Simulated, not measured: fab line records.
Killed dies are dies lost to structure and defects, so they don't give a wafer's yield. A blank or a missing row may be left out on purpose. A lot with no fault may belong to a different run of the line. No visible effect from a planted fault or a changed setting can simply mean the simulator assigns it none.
Matching of chambers    flow nand_harc    NHARC_A_BONDPAD_DEP_00 on pecvd-04: 3 sister chambers
The step deposits SiCN, target thk 250 nm. 3 wafers are shown with their chamber, then 9 later ones without.

WAFERS WITH THEIR CHAMBER
wafer   chamber  heater_power_w (W)
L847.1  2        534
L847.2  0        581
L847.5  1        475

WAFERS WITH NO CHAMBER GIVEN
wafer   heater_power_w (W)
L849.1  642
L849.5  620
L849.6  498
L848.1  542
L848.4  563
L848.6  502
L858.1  460
L858.2  469
L858.4  485

CHAMBER TAKEN BY EACH
wafer    from the rows above            in truth
L849.1   can't be placed: 0 or 2        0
L849.5   can't be placed: 0 or 2        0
L849.6   can't be placed: 1 or 2        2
L848.1   can't be placed: 2 or 0        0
L848.4   can't be placed: 0 or 2        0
L848.6   can't be placed: 1 or 2 or 0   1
L858.1   1                              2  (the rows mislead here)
L858.2   1                              1
L858.4   can't be placed: 1 or 2        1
Correct placement for 1 of the 9. From these rows, 7 cannot be placed; in 7 the true chamber is one of the candidates. Number placed wrongly: 1.
How it was worked out, from the rows above alone: a wafer's distance from a chamber is the root of the sum, over the readings, of the square of ((its reading less the chamber's mean) divided by the reading's scatter). The wafer belongs to the nearest chamber; if the next one is less than 2 further off, it can't be placed. For every chamber, the mean is computed from those of its wafers that are shown. The scatter: with one shown wafer a chamber, the root of the mean of the squares of how far each hidden wafer lies from its nearest shown one.
